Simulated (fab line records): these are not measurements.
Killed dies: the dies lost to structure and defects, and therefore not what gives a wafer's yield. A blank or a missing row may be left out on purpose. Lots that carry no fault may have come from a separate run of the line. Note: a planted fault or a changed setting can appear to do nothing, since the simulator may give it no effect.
Comparing a struck lot with a sound one ; flow n5 finfet ; 14 steps out of a route of 1938
Sound: these wafers, L108.1, L108.3, L108.4. Struck: wafers L101.3, L101.4, L101.6. The cause comes at the end.
Per side, at each step with rows, come the tool, then ch with its chambers, and then its first start. Under that, the readings that differ: sound wafers ; struck wafers ; difference of the means ; sigmas: that difference in standard deviations of wafers without a fault.
alike: readings with means less than 2 such deviations apart, plus words and numbers identical on both sides. not compared: withheld readings, readings lacking a value on some wafer, bounds such as >300 that could conceal the same value, and numbers that have no deviation in the record and whose values overlap.
Wherever a step has rows on one side only, a row that says differs or no value, or a row with sigmas, the two part there. Non-overlapping numbers with no deviation appear without sigmas and do not part them. A reading that every wafer of one side lacks parts them only if that side has two wafers or more.

N5_BEOL_M0_SPUTTER_132: material Cu, target thk 4 nm, time 7.37 s.
  struck on pvd sputter-03, day 7 17:55; sound on pvd sputter-03, day 9 10:46
  alike: chuck sensor temp C, throttle valve pct
then, 1 step without rows for these wafers: N5_BEOL_M0_ANNEAL_133 (time 60 s).
N5_BEOL_M0_SPUTTER_134: material Cu, target thk 4 nm, time 7.37 s.
  struck on pvd sputter-03, day 7 18:02; sound on pvd sputter-03, day 9 10:54
  alike: chuck sensor temp C, throttle valve pct
N5_BEOL_M0_ANNEAL_135: time 60 s.
  struck on pvd sputter-03, day 7 18:07; sound on pvd sputter-03, day 9 10:59
  alike: heater power w
then, 2 steps without rows for these wafers: N5_BEOL_M0_SPUTTER_141 (material Cu, target thk 4 nm, time 7.37 s); N5_BEOL_M0_ECD_118 (material Cu, target thk 300 nm).
N5_BEOL_M0_ANNEAL_119: time 90 s.
  sound on rtp anneal-02 ch 0, day 9 12:11; struck on rtp anneal-02 ch 0, day 7 18:27
  alike: wafer_temp_C_max
N5_BEOL_M0_CMP_120: polishes, stops on SiOC, t overpolish 6.9 s.
  sound on cmp-01 ch 0,1,2, day 9 12:29; struck on cmp-04 ch 0,1,2, day 7 18:39
  alike: barrier field endpoint s, motor current A, overpolish run s, time to endpoint s
  not compared: pad life wafers
then, 3 steps without rows for these wafers: N5_BEOL_M0_PRE_CLEAN_131 (time 15 s); N5_BEOL_M0_CO_CAP_123 (material Co, precursor CCTBA/H2, target thk 2 nm, time 102.1 s); N5_BEOL_M0_PRE_CLEAN_124 (time 15 s).
N5_BEOL_M0_DEP_125: deposits SiCN from 3MS/NH3, target thk 8 nm, time 14 s.
  sound on pecvd-02 ch 1,2, day 9 13:06; struck on pecvd-03 ch 1,2, day 7 19:08
  no value came back on the struck wafers for chamber pressure Torr (Torr), rf fwd power W (W), showerhead plenum p Torr (Torr), throttle valve pct (%); on the sound wafers chamber pressure Torr (Torr) reads 3.015 3.005 2.999
N5_BEOL_M4_RC_MEAS_101:
  the record has rows for the sound wafers here (prober-01 ch 0, day 11 09:43) and none for the struck ones
-- a jump in the record: the struck wafers' starts before and after are 6 days apart (it breaks off in module BEOL_M4 and resumes in module PASSIVATION, where the first step shown is number 1936 of the route) --
N5_PASSIVATION_PROBE_49:
  rows exist in the record for the struck wafers here (prober-02, day 13 18:10), but not for the sound ones

## WHERE THEY PART
Earliest at N5_BEOL_M0_DEP_125; latest, in this record, at N5_PASSIVATION_PROBE_49.

WHY: whatever the simulator had introduced
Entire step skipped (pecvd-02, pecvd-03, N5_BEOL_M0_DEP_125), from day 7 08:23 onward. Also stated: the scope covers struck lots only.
